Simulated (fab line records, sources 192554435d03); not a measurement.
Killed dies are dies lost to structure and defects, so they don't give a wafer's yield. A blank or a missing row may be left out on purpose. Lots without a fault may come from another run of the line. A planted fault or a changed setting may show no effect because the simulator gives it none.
Chamber matching | flow n5_finfet | N5_BEOL_M9_ILD_DEP_00 on pecvd-04: 3 sister chambers
The step deposits SiCOH lowk from DEMS/porogen, target thk 308.51 nm, time 58 s. 6 wafers are shown with their chamber, then 12 later ones without.

WAFERS WITH THEIR CHAMBER
wafer  | chamber | throttle_valve_pct (%) | showerhead_plenum_p_Torr (Torr)
L088.1 | 0       | 14.2                   | 5.756
L088.4 | 1       | 13.4                   | 5.734
L088.5 | 0       | 14.1                   | 5.745
L090.2 | 1       | 13.4                   | 5.728
L090.3 | 2       | 13.9                   | 5.720
L090.5 | 2       | 13.5                   | 5.724

WAFERS WITHOUT THEIR CHAMBER
wafer  | throttle_valve_pct (%) | showerhead_plenum_p_Torr (Torr)
L091.1 | 13.2                   | 5.730
L091.4 | 14.0                   | 5.740
L091.5 | 13.2                   | 5.720
L096.1 | 14.1                   | 5.745
L096.2 | 13.1                   | 5.728
L096.4 | 14.2                   | 5.751
L095.2 | 13.6                   | 5.708
L095.4 | 14.2                   | 5.741
L095.6 | 13.3                   | 5.718
L097.2 | 13.2                   | 5.744
L097.4 | 13.4                   | 5.723
L097.5 | 13.6                   | 5.714

WHICH CHAMBER EACH WENT THROUGH
wafer  | from the rows above          | in truth
L091.1 | 1                            | 1
L091.4 | can't be placed: 0 or 2 or 1 | 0
L091.5 | can't be placed: 1 or 2      | 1
L096.1 | 0                            | 0
L096.2 | can't be placed: 1 or 2      | 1
L096.4 | 0                            | 0
L095.2 | can't be placed: 2 or 1      | 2
L095.4 | 0                            | 0
L095.6 | can't be placed: 2 or 1      | 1
L097.2 | 1                            | 1
L097.4 | can't be placed: 1 or 2      | 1
L097.5 | can't be placed: 2 or 1      | 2
Placed correctly: 5 of 12. Can't be placed from these rows: 7 (the true chamber is among the candidates in 7). Placed wrongly: 0.
How it was worked out, from the rows above alone: a wafer's distance from a chamber is the root of the sum, over the readings, of the square of ((its reading less the chamber's mean) divided by the reading's scatter). The wafer belongs to the nearest chamber; if the next one is less than 2 further off, it can't be placed. A chamber's mean is the mean of its shown wafers. The scatter: the root of (the sum of the squares of (reading less its chamber's mean) over the shown wafers, divided by (wafers less chambers)).
